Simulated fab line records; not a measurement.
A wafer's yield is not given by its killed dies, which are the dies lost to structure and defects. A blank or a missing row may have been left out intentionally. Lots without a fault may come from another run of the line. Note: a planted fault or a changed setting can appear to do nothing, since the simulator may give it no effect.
Chamber matching ; flow nand_harc ; NHARC_A_STAIRCASE_DESCUM_291 on rie_diel-09: 4 sister chambers
The step chemistry O2, time 3 s. 18 wafers are shown with their chamber, then 9 later ones without.

## WAFERS WITH THEIR CHAMBER
wafer;chamber;drypump_motor_current_A (A);showerhead_plenum_p_Torr (Torr);oes_product_au (a.u.)
L080.3;2;5.5;1.96;0.975
L080.5;0;5.8;1.88;0.985
L080.6;3;6.6;1.91;1.008
L081.4;0;5.8;1.88;0.976
L081.5;2;5.4;1.95;0.990
L081.6;3;6.6;1.91;0.996
L082.2;3;6.6;1.91;0.995
L082.4;0;5.7;1.88;0.973
L082.5;3;6.6;1.91;1.002
L083.2;3;6.6;1.91;0.995
L083.4;1;5.7;1.89;0.982
L083.6;2;5.5;1.95;0.981
L084.1;0;5.8;1.87;0.992
L084.2;1;5.7;1.89;1.004
L084.4;2;5.5;1.95;0.973
L086.1;0;5.7;1.87;0.990
L086.2;2;5.5;1.95;0.992
L086.6;2;5.5;1.95;0.980

SIGNATURES, as means of the wafers listed above
reading;chamber 0;chamber 1;chamber 2;chamber 3;scatter within a chamber
drypump_motor_current_A;5.760;5.700;5.483;6.600;0.0381
showerhead_plenum_p_Torr;1.8760;1.8900;1.9517;1.9100;0.00381
oes_product_au;0.98320;0.99300;0.98183;0.99920;0.00826
Rule: distance of a wafer from a chamber = root of the sum over the readings of ((wafer's reading minus chamber's mean) / reading's scatter) squared. The wafer belongs to the nearest chamber; if the next one is less than 2 further off, it can't be placed. The scatter: take each reading less its chamber's mean, square it, sum over the shown wafers, divide by the number of wafers less the number of chambers, and take the root.

## WAFERS WITHOUT THEIR CHAMBER
wafer;drypump_motor_current_A (A);showerhead_plenum_p_Torr (Torr);oes_product_au (a.u.)
L091.2;5.7;1.87;1.001
L091.4;5.7;1.88;0.996
L091.6;5.7;1.88;0.987
L092.2;6.6;1.90;1.007
L092.3;5.5;1.94;0.996
L092.5;5.4;1.94;0.999
L094.2;5.8;1.87;0.994
L094.5;5.5;1.94;0.990
L094.6;6.6;1.90;0.990

## CHAMBER TAKEN BY EACH
wafer;from the rows above;in truth
L091.2;0;0
L091.4;can't be placed: 0 or 1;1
L091.6;can't be placed: 0 or 1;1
L092.2;3;3
L092.3;2;2
L092.5;2;2
L094.2;0;0
L094.5;2;2
L094.6;3;3
Placed correctly: 7 of 9. Can't be placed from these rows: 2 (the true chamber is among the candidates in 2). Placed wrongly: 0.
